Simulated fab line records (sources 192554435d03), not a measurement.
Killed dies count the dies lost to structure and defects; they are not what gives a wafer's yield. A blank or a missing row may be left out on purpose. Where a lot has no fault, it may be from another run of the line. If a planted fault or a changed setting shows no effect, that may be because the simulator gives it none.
One fault through the eyes of 2 desks | flow n5-finfet | numbers are kept per desk, each desk with only its own; the story behind them comes last

## DESK OF THE TOOL OWNER: plasma-asher-02
The tool's own readings at N5_BEOL_M12_STRIP_64 (strips in N2/H2): means of the sampled wafers that have a number, for each lot that ran on this tool. Marked OUT: a lot whose mean sits more than 4 standard deviations from the usual mean, which makes it out of limits; the brackets give that distance.
Columns: A = drypump-motor-current-A at N5_BEOL_M12_STRIP_64, usual 5.5 A; B = h2-flow-sccm at N5_BEOL_M12_STRIP_64, usual 3251 sccm; C = heater-power-w at N5_BEOL_M12_STRIP_64, usual 334 W; D = oes-product-au at N5_BEOL_M12_STRIP_64, usual 0.715 a.u.; E = strip-time-to-endpoint-s at N5_BEOL_M12_STRIP_64, usual 31.32 s
lot  | first seen here | A   | B    | C   | D     | E
L919 | day 17 05:47    | 5.2 | 3249 | 325 | 0.718 | 31.37
L918 | day 17 15:18    | 5.2 | 3252 | 336 | 0.714 | 31.33
L921 | day 18 06:53    | 5.1 | 3250 | 341 | 0.713 | 31.24
L920 | day 18 10:07    | 5.2 | 3253 | 334 | 0.714 | 31.27
This desk's verdict: no lot among the 4 shows anything out of limits.

## METROLOGY DESK
Lot by lot, what the gauges showed, no matter which tool ran the lot: averages of those sampled wafers that carry a number. Marked OUT: a lot whose mean sits more than 4 standard deviations from the usual mean, which makes it out of limits; the brackets give that distance. Of its 11 readings 7 are shown: those that lie furthest out on some lot.
Columns: A = DIBL_N at N5_BEOL_M4_RC_MEAS_101, usual 36.0 mV/V; B = DIBL_P at N5_BEOL_M4_RC_MEAS_101, usual 35.8 mV/V; C = IOFF_P at N5_BEOL_M4_RC_MEAS_101, usual 0.20 nA/um; D = ION_N at N5_BEOL_M4_RC_MEAS_101, usual 670 uA/um; E = ION_P at N5_BEOL_M4_RC_MEAS_101, usual 459 uA/um; F = SS_P at N5_BEOL_M4_RC_MEAS_101, usual 73.2 mV/dec; G = VT_P at N5_BEOL_M4_RC_MEAS_101, usual -252 mV
lot  | first seen here | A    | B    | C    | D   | E   | F    | G
L898 | day 9 08:02     | 36.0 | 36.2 | 0.22 | 673 | 464 | 73.7 | -246
L899 | day 9 11:49     | 35.6 | 34.2 | 0.18 | 660 | 455 | 72.7 | -254
L901 | day 9 22:49     | 36.2 | 36.4 | 0.20 | 668 | 454 | 73.3 | -252
L907 | day 11 07:01    | 34.6 | 35.4 | 0.19 | 666 | 459 | 73.2 | -251
L908 | day 11 12:44    | 35.7 | 36.0 | 0.17 | 669 | 457 | 72.8 | -257
L919 | day 14 03:56    | 36.6 | 37.4 | 0.19 | 664 | 450 | 73.6 | -252
L917 | day 14 05:24    | 34.8 | 33.2 | 0.17 | 669 | 458 | 72.9 | -254
L918 | day 14 16:58    | 35.7 | 33.9 | 0.21 | 666 | 464 | 73.2 | -248
L920 | day 15 06:46    | 36.0 | 36.4 | 0.23 | 678 | 467 | 74.0 | -250
L921 | day 15 11:20    | 33.1 | 32.2 | 0.14 | 648 | 446 | 72.2 | -257
This desk's verdict: no lot among the 10 shows anything out of limits.

## ALL TOGETHER
The desk of the tool owner found nothing out of limits.
From the metrology desk's view, nothing was out of limits.

## WHAT HAD BEEN PUT IN BY THE SIMULATOR
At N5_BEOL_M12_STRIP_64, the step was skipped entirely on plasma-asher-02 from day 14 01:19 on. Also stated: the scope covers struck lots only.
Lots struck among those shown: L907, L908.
